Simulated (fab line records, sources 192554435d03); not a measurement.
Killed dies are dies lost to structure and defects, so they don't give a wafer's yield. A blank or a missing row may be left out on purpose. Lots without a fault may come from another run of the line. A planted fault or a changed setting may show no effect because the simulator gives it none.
Which tool did it? | flow n5_finfet | 9 lots, 26 wafers sampled, at 8 steps of a route of 1938

WHAT THE GAUGES READ, wafer by wafer
N5_ZERO_LAYER_INSPECT_20: inspects for defects (darkfield). Usual: raw_defect_count 33, standard deviation 13.
lot  | measured    | on                | raw_defect_count | flag
L814 | day 1 19:17 | defect_inspect-02 | 34 50            |
L816 | day 2 07:40 | defect_inspect-01 | 46 27 28         |
L817 | day 2 13:28 | defect_inspect-02 | 41 27 31         |
L819 | day 3 01:34 | defect_inspect-02 | 18 21 36         |
L826 | day 4 19:15 | defect_inspect-01 | 20 829 804       | OFF
L830 | day 5 19:23 | defect_inspect-02 | 24 814 59        | OFF
L832 | day 6 07:51 | defect_inspect-01 | 33 18 31         |
L833 | day 6 13:23 | defect_inspect-01 | 23 51 25         |
L836 | day 7 07:25 | defect_inspect-02 | 37 35 25         |

N5_WELL_APT_INSPECT_10: inspects for defects (macro). Usual: raw_defect_count 2.0, standard deviation 1.6.
lot  | measured    | on                | raw_defect_count | flag
L814 | day 1 19:47 | defect_inspect-02 | 1 4              |
L816 | day 2 08:10 | defect_inspect-01 | 3 1 2            |
L817 | day 2 13:50 | defect_inspect-01 | 5 1 1            |
L819 | day 3 02:03 | defect_inspect-01 | 3 1 4            |
L826 | day 4 19:37 | defect_inspect-01 | 1 >300 >300      |
L830 | day 5 19:52 | defect_inspect-01 | 0 >300 3         |
L832 | day 6 08:20 | defect_inspect-01 | 3 3 0            |
L833 | day 6 13:52 | defect_inspect-02 | 2 0 0            |
L836 | day 7 07:54 | defect_inspect-02 | 1 0 0            |

N5_WELL_APT_INSPECT_38: inspects for defects (darkfield). Usual: raw_defect_count 13, standard deviation 5.1.
lot  | measured    | on                | raw_defect_count | flag
L814 | day 1 22:41 | defect_inspect-01 | 18 13            |
L816 | day 2 11:10 | defect_inspect-02 | 22 28 13         |
L817 | day 2 17:01 | defect_inspect-02 | 3 11 13          |
L819 | day 3 05:11 | defect_inspect-01 | 22 22 13         |
L826 | day 4 22:40 | defect_inspect-02 | 13 826 770       | OFF
L830 | day 5 23:57 | defect_inspect-02 | 13 807 21        | OFF
L832 | day 6 11:17 | defect_inspect-01 | 15 11 5          |
L833 | day 6 17:13 | defect_inspect-02 | 16 15 6          |
L836 | day 7 11:11 | defect_inspect-01 | 18 10 11         |

N5_BEOL_M4_RC_MEAS_101. Usual: DIBL_N 36.1 mV/V, standard deviation 2.3; DIBL_P 36 mV/V, standard deviation 3.2; IOFF_N 0.16 nA/um, standard deviation 0.045; IOFF_P 0.21 nA/um, standard deviation 0.049; ION_N 674 uA/um, standard deviation 14; ION_P 462 uA/um, standard deviation 8.4; SS_N 71.6 mV/dec, standard deviation 0.83; SS_P 73.2 mV/dec, standard deviation 0.87; VT_N 249 mV, standard deviation 3.8; VT_P -250 mV, standard deviation 3.4.
lot  | measured     | on        | DIBL_N (mV/V)  | DIBL_P (mV/V) | IOFF_N (nA/um) | IOFF_P (nA/um) | ION_N (uA/um) | ION_P (uA/um) | SS_N (mV/dec)  | SS_P (mV/dec)  | VT_N (mV)   | VT_P (mV)      | flag
L814 | day 12 07:51 | prober-01 | 33.3 34.5      | 35 36         | 0.12 0.13      | 0.19 0.23      | 655 664       | 460 464       | 70.6 70.5      | 73.0 72.7      | 254 249     | -250 -244      |
L816 | day 11 20:04 | prober-01 | 39.1 38.2 36.7 | 42 40 39      | 0.22 0.20 0.19 | 0.29 0.26 0.26 | 686 679 695   | 468 465 481   | 72.3 72.0 71.3 | 74.4 73.7 73.7 | 246 248 244 | -246 -246 -246 |
L817 | day 12 16:52 | prober-02 | 35.8 34.3 34.7 | 36 34 35      | 0.15 0.13 0.14 | 0.20 0.17 0.19 | 674 669 677   | 458 461 460   | 71.7 71.1 70.5 | 72.9 72.6 72.1 | 249 249 249 | -251 -252 -251 |
L819 | day 12 13:42 | prober-02 | 35.9 31.9 35.3 | 36 31 34      | 0.16 0.10 0.16 | 0.18 0.13 0.17 | 671 663 670   | 449 451 453   | 71.5 69.7 70.8 | 74.0 72.0 72.7 | 248 252 246 | -250 -256 -255 |
L826 | day 15 08:49 | prober-02 | 37.5 32.3 33.1 | 37 30 31      | 0.18 0.11 0.11 | 0.23 0.14 0.15 | 666 656 658   | 457 448 453   | 72.6 70.9 71.1 | 73.9 71.3 72.1 | 248 255 252 | -250 -256 -254 |
L830 | day 15 19:12 | prober-01 | 34.4 35.0 35.4 | 36 37 37      | 0.14 0.14 0.15 | 0.16 0.19 0.19 | 672 678 676   | 458 466 465   | 71.9 72.0 72.3 | 72.9 73.1 73.5 | 251 254 251 | -255 -256 -253 |
L832 | day 17 04:29 | prober-01 | 35.1 36.6 35.3 | 37 38 37      | 0.15 0.19 0.15 | 0.23 0.23 0.21 | 659 682 665   | 460 457 454   | 71.3 72.4 71.9 | 73.8 73.2 73.4 | 250 248 252 | -250 -250 -250 |
L833 | day 15 22:50 | prober-02 | 37.6 39.2 36.5 | 38 41 37      | 0.17 0.21 0.15 | 0.20 0.28 0.20 | 673 674 675   | 458 466 462   | 71.3 72.2 71.2 | 73.8 75.1 73.9 | 248 249 248 | -252 -249 -254 |
L836 | day 17 10:15 | prober-01 | 37.5 40.1 37.4 | 39 42 38      | 0.20 0.24 0.19 | 0.25 0.29 0.24 | 683 679 681   | 463 461 466   | 72.7 72.7 72.0 | 73.3 74.2 73.7 | 246 246 247 | -248 -248 -247 |

WHICH TOOL RAN EACH LOT (tool, then ch and the chambers of the sampled wafers, then the start)
lot  | N5_ZERO_LAYER_ETCH_18           | N5_ZERO_LAYER_STRIP_24              | N5_FIN_SAQP_PECVD_48           | N5_FIN_SAQP_HM_DEP_72
L814 | rie_si-01 ch 1,3, day 1 18:50   | plasma_asher-01 ch 0,1, day 1 18:56 | pecvd-03 ch 0,1, day 2 03:16   | pecvd-04 ch 2, day 2 03:29
L816 | rie_si-03 ch 1,2, day 2 06:55   | plasma_asher-01 ch 0, day 2 07:01   | pecvd-04 ch 0,2, day 2 15:09   | pecvd-03 ch 0, day 2 15:19
L817 | rie_si-03 ch 0,3, day 2 13:01   | plasma_asher-01 ch 0,1, day 2 13:07 | pecvd-03 ch 0,1, day 2 21:12   | pecvd-02 ch 0,1, day 2 21:25
L819 | rie_si-03 ch 0,2,3, day 3 01:06 | plasma_asher-01 ch 1, day 3 01:13   | pecvd-03 ch 0,1,2, day 3 09:10 | pecvd-02 ch 1,2, day 3 09:19
L826 | rie_si-01 ch 0,1,3, day 4 18:47 | plasma_asher-01 ch 0,1, day 4 18:53 | pecvd-03 ch 1,2, day 5 02:31   | pecvd-04 ch 0,2, day 5 02:41
L830 | rie_si-01 ch 1,3, day 5 18:55   | plasma_asher-01 ch 0,1, day 5 19:02 | pecvd-02 ch 0,1,2, day 6 04:02 | pecvd-03 ch 0,1,2, day 6 04:12
L832 | rie_si-06 ch 1,2,3, day 6 07:23 | plasma_asher-02 ch 0,1, day 6 07:29 | pecvd-02 ch 0,1,2, day 6 15:27 | pecvd-03 ch 1,2, day 6 15:37
L833 | rie_si-06 ch 0,1,2, day 6 12:55 | plasma_asher-02 ch 0,1, day 6 13:01 | pecvd-04 ch 0,2, day 6 21:53   | pecvd-03 ch 0,1,2, day 6 22:04
L836 | rie_si-01 ch 0,1,3, day 7 06:59 | plasma_asher-02 ch 0,1, day 7 07:05 | pecvd-04 ch 0,1,2, day 7 15:12 | pecvd-02 ch 0,1,2, day 7 15:22
- N5_ZERO_LAYER_ETCH_18: etches Si in HBr/Cl2, target depth 120 nm, time 40 s.
- N5_ZERO_LAYER_STRIP_24: strips in O2.
- N5_FIN_SAQP_PECVD_48: deposits SiNx from SiH4/NH3/N2, target thk 25 nm, time 22.1 s.
- N5_FIN_SAQP_HM_DEP_72: deposits SiO2 from SiH4/N2O, target thk 12 nm, time 7.2 s.

WHAT THE TOOLS THEMSELVES READ (means of the sampled wafers that have a number; where no wafer has one, the mark that the record gives instead)
N5_ZERO_LAYER_ETCH_18. Usual: drypump_motor_current_A 5.8 A, standard deviation 0.46; oes_product_au 0.998 a.u., standard deviation 0.016; throttle_valve_pct 36.4 %, standard deviation 0.46.
lot  | tool      | drypump_motor_current_A (A) | oes_product_au (a.u.) | throttle_valve_pct (%) | flag
L814 | rie_si-01 | 5.5                         | 0.985                 | 36.2                   |
L816 | rie_si-03 | 6.3                         | 0.997                 | 36.1                   |
L817 | rie_si-03 | 5.6                         | 0.992                 | 36.0                   |
L819 | rie_si-03 | 5.9                         | 0.992                 | 36.1                   |
L826 | rie_si-01 | 5.7                         | 0.990                 | 36.6                   |
L830 | rie_si-01 | 5.5                         | 0.987                 | 36.0                   |
L832 | rie_si-06 | 6.1                         | 1.005                 | 36.4                   |
L833 | rie_si-06 | 5.6                         | 1.007                 | 36.5                   |
L836 | rie_si-01 | 5.7                         | 0.990                 | 36.5                   |

N5_ZERO_LAYER_STRIP_24. Usual: drypump_motor_current_A 6.2 A, standard deviation 0.33; heater_power_w 302 W, standard deviation 16; oes_product_au 0.647 a.u., standard deviation 0.0043; strip_time_to_endpoint_s 43.88 s, standard deviation 0.14.
lot  | tool            | drypump_motor_current_A (A) | heater_power_w (W) | oes_product_au (a.u.) | strip_time_to_endpoint_s (s) | flag
L814 | plasma_asher-01 | 6.2                         | 318                | 0.645                 | 43.91                        |
L816 | plasma_asher-01 | 6.6                         | 304                | 0.643                 | 43.63                        |
L817 | plasma_asher-01 | 6.1                         | 323                | 0.648                 | 43.83                        |
L819 | plasma_asher-01 | 5.7                         | 323                | 0.649                 | 43.73                        |
L826 | plasma_asher-01 | 6.3                         | 315                | 0.643                 | 44.00                        |
L830 | plasma_asher-01 | 6.0                         | 320                | 0.646                 | 43.73                        |
L832 | plasma_asher-02 | 6.2                         | 290                | 0.647                 | 43.81                        |
L833 | plasma_asher-02 | 6.1                         | 293                | 0.646                 | 43.93                        |
L836 | plasma_asher-02 | 6.2                         | 287                | 0.648                 | 44.07                        |

N5_FIN_SAQP_PECVD_48. Usual: heater_power_w 790 W, standard deviation 75; showerhead_plenum_p_Torr 5.13 Torr, standard deviation 0.062; throttle_valve_pct 40.2 %, standard deviation 2.7.
lot  | tool     | heater_power_w (W) | showerhead_plenum_p_Torr (Torr) | throttle_valve_pct (%) | flag
L814 | pecvd-03 | 762                | 5.13                            | 41.3                   |
L816 | pecvd-04 | 832                | 5.12                            | 40.1                   |
L817 | pecvd-03 | 719                | 5.11                            | 41.3                   |
L819 | pecvd-03 | 766                | 5.12                            | 39.9                   |
L826 | pecvd-03 | 865                | 5.07                            | 38.6                   |
L830 | pecvd-02 | 809                | 5.12                            | 38.6                   |
L832 | pecvd-02 | 776                | 5.12                            | 38.5                   |
L833 | pecvd-04 | 769                | 5.14                            | 41.5                   |
L836 | pecvd-04 | 831                | 5.14                            | 42.8                   |

N5_FIN_SAQP_HM_DEP_72. Usual: heater_power_w 796 W, standard deviation 71; showerhead_plenum_p_Torr 8.14 Torr, standard deviation 0.12.
lot  | tool     | heater_power_w (W) | showerhead_plenum_p_Torr (Torr) | flag
L814 | pecvd-04 | 884                | 8.08                            |
L816 | pecvd-03 | 765                | 8.33                            |
L817 | pecvd-02 | 794                | 8.20                            |
L819 | pecvd-02 | 848                | 8.16                            |
L826 | pecvd-04 | 797                | 8.16                            |
L830 | pecvd-03 | 757                | 8.12                            |
L832 | pecvd-03 | 808                | 7.99                            |
L833 | pecvd-03 | 772                | 8.10                            |
L836 | pecvd-02 | 837                | 8.11                            |

THE ANSWER, worked out from the rows above alone
Rule: a lot is off if the mean of its wafers that have a number lies more than 3 standard deviations from the usual mean. A lot without any number at a reading at which 4 lots or more have one is off too. The other lots that the step has rows for count as sound. The gauges are gone through in route order, then the tools' own readings, and for those a lot's mean is taken as printed above. The first step at which some lot is off is used, and at that step the reading that is off furthest; a lot without a number counts as furthest.
Off: L826, L830, at N5_ZERO_LAYER_INSPECT_20 (raw_defect_count).
A tool fits if, at a process step before that reading, it ran every lot that is off, and no sound lot after the first of them. The gauges at N5_ZERO_LAYER_INSPECT_20 are tried like those tools. One fits: plasma_asher-01 at N5_ZERO_LAYER_STRIP_24. Its last sound lot is L819 (day 3 01:13), its first lot that is off L826 (day 4 18:53): a fault that began between those two fits.

WHAT THE SIMULATOR HAD PUT IN
Chamber particle source: plasma_asher-01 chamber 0, from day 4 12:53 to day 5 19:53, at N5_ZERO_LAYER_STRIP_24. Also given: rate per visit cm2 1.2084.
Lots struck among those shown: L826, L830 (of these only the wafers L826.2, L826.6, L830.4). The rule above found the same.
